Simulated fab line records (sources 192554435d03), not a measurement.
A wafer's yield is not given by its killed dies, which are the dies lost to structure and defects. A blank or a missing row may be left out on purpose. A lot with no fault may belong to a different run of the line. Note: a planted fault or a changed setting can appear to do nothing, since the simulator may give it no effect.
Problem report, 8D (eight disciplines) form, completed by code | flow n5Finfet | the parts of the form that need people (team, actions taken, sign-off) are left out

## 1. WHAT WENT WRONG
killed_at_M4_up at N5_PASSIVATION_PROBE_49 reads a mean of 96 on 6 wafers of 2 lots; wafers without a fault read 14 with a standard deviation of 5.6. Measured from the usual mean, that is +15 standard deviations.
The first sign was on wafer L868.2 at day 15 08:45, on prober-01. Wafers with a number at this step in the record: 17, from 6 lots. The rule behind "out" and "out of limits": a value lying over 4 standard deviations away from the usual mean. Any other wafer with a number is counted as sound.

## 2. WHAT IT IS, WHAT IT ISN'T
question                    | is                           | is not
which readings at this step | killed_at_M4_up, killedOnRim | killed_at_M0_to_M3, killedAtFrontEnd, killedAtOther, killedOpen, killedShort, sort_bin_6_memory, sort_bin_8_speed
which lots                  | L868, L869                   | L856, L857, L870, L877
which wafers of those lots  | all that have a number       | -
read on which tools         | prober-01, prober-02         | -
when                        | from day 15 08:45            | up to then (6 sound wafers); but 5 sound wafers of L870, L877 came after

## 3. SUSPECTS, AND WHAT RULES EACH OUT
Counting: a tool at any process step up to the reading remains a suspect when it ran all the lots that are out and ran no sound lot after the first of those.
- rieDiel-03 at N5_BEOL_M11_VIA_ETCH_34 (etches SiCOH lowk in C4F6/O2, target depth 184.5 nm, time 69.2 s): kept. All lots that are out passed through it, beginning with L868 at day 13 15:02, and no sound lot followed; its final sound lot before that point was L856 at day 10 22:09.
After counting, what remains is rieDiel-03 at N5_BEOL_M11_VIA_ETCH_34.

## 4. THE CAUSE (what the simulator had put in)
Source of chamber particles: rieDiel-03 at N5_BEOL_M11_VIA_ETCH_34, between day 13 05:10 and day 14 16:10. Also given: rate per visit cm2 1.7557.
This tool alone remained once counting was done.

## 5. THE CHAIN OF EFFECTS, in route order
Each row: a reading whose mean over the struck wafers that have a number lies more than 3 standard deviations from the usual. Readings are gone through only where the record gives a usual standard deviation; hours: the median, over the lots, of the time from a lot's start at the first step in this table giving one to that lot's start at this step; sigmas: the change measured in usual standard deviations.
hours | step                    | reading             | usual  | on struck wafers | change | sigmas
0     | N5_PASSIVATION_PROBE_49 | defectLimitedYield  | 91.1 % | 84.1             | -7.0   | -5.0
0     | N5_PASSIVATION_PROBE_49 | killed_at_M4_up     | 14     | 96               | +82    | +15
0     | N5_PASSIVATION_PROBE_49 | killedDies          | 105    | 188              | +82    | +5.2
0     | N5_PASSIVATION_PROBE_49 | killedOnRim         | 13     | 33               | +20    | +4.9
0     | N5_PASSIVATION_PROBE_49 | sort_bin_5_function | 5.2 %  | 9.4              | +4.2   | +4.6
0     | N5_PASSIVATION_PROBE_49 | sortNPass           | 1075   | 992              | -83    | -5.2
0     | N5_PASSIVATION_PROBE_49 | sortYieldPct        | 91.1 % | 84.1             | -7.0   | -5.0
Its process steps:
- N5_PASSIVATION_PROBE_49

## 6. WHAT WOULD HAVE CAUGHT IT SOONER
First out-of-limits reading in this record: day 15 08:45, which is 52 hours after fault onset at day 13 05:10.
An alarm limit of 4 standard deviations would not have fired on the tool readings at N5_BEOL_M11_VIA_ETCH_34 for which the record gives a usual standard deviation, since none of them was out on any struck wafer.
All the lots that are out (2) had begun N5_BEOL_M11_VIA_ETCH_34 on rieDiel-03 by day 15 08:45. Tool hold at that time: it would have spared none of them.
